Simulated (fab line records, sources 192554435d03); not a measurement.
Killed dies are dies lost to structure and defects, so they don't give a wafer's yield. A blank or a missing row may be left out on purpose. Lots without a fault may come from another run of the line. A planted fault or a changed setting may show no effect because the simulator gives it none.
Problem report in the 8D (eight disciplines) form, filled by code | flow n5_finfet | the parts of the form that need people (team, actions taken, sign-off) are left out

1. THE PROBLEM
run_length_s at N5_BEOL_M0_SAQP_COAT_82 reads a mean of 53.26 s on 6 wafers of 2 lots; wafers without a fault read 66.19 s with a standard deviation of 0.23. That is -56 standard deviations from the usual mean.
The step: time 60 s, resist thk 30 nm.
First seen on wafer L658.2, day 8 05:31, on litho_track-01. The record holds 30 wafers of 10 lots with a number at this step. Rule for "out", or "out of limits": more than 4 standard deviations from the usual mean. The other wafers with a number count as sound.

2. WHAT IT IS AND WHAT IT IS NOT
question                    | is                                 | is not
which readings at this step | run_length_s, heater_power_total_W | -
which lots                  | L658, L660                         | L647, L648, L650, L651, L652, L665, L667, L670
which wafers of those lots  | all that have a number             | -
read on which tools         | litho_track-01                     | litho_track-04, litho_track-05
when                        | from day 8 05:31                   | up to then (15 sound wafers); but 9 sound wafers of L665, L667, L670 came after

3. SUSPECTS, AND WHAT RULES EACH OUT
Counting: a tool at a process step up to the reading stays a suspect if it ran every lot that is out and no sound lot after the first of them.
- litho_track-01 at N5_BEOL_M0_SAQP_COAT_82 (time 60 s, resist thk 30 nm): kept. It ran every lot that is out, first L658 (day 8 05:31), and no sound lot after that; its last sound lot up to then is L652 (day 6 19:17). Its own readings are out on those wafers: heater_power_total_W, run_length_s.
Left after counting: litho_track-01 at N5_BEOL_M0_SAQP_COAT_82.

4. THE CAUSE (what the simulator had put in)
Process parameter drift: litho_track-01, from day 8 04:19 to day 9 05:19, at N5_BEOL_M0_SAQP_COAT_82. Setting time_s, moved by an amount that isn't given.
Counting left only this tool.

5. THE CHAIN OF EFFECTS, in route order
Each row: a reading whose mean over the struck wafers that have a number lies more than 3 standard deviations from the usual. Only readings for which the record gives a usual standard deviation are gone through. hours: the time from each lot's start at the first step in this table that gives one to its start at this step, as a median over the lots. sigmas: the change in usual standard deviations.
hours | step                    | reading              | usual   | on struck wafers | change | sigmas
0     | N5_BEOL_M0_SAQP_COAT_82 | heater_power_total_W | 427.6 W | 493.8            | +66.2  | +30
0     | N5_BEOL_M0_SAQP_COAT_82 | run_length_s         | 66.19 s | 53.26            | -12.93 | -56
The process steps in it:
- N5_BEOL_M0_SAQP_COAT_82: time 60 s, resist thk 30 nm.
Later measuring or inspecting steps at which every struck wafer that the step has a row for has a number for every such reading, and none has moved that far: N5_BEOL_M4_RC_MEAS_101.

6. WHAT WOULD HAVE CAUGHT IT SOONER
In this record the first reading out of limits was taken at day 8 05:31, 1 hour after the fault began at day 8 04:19.
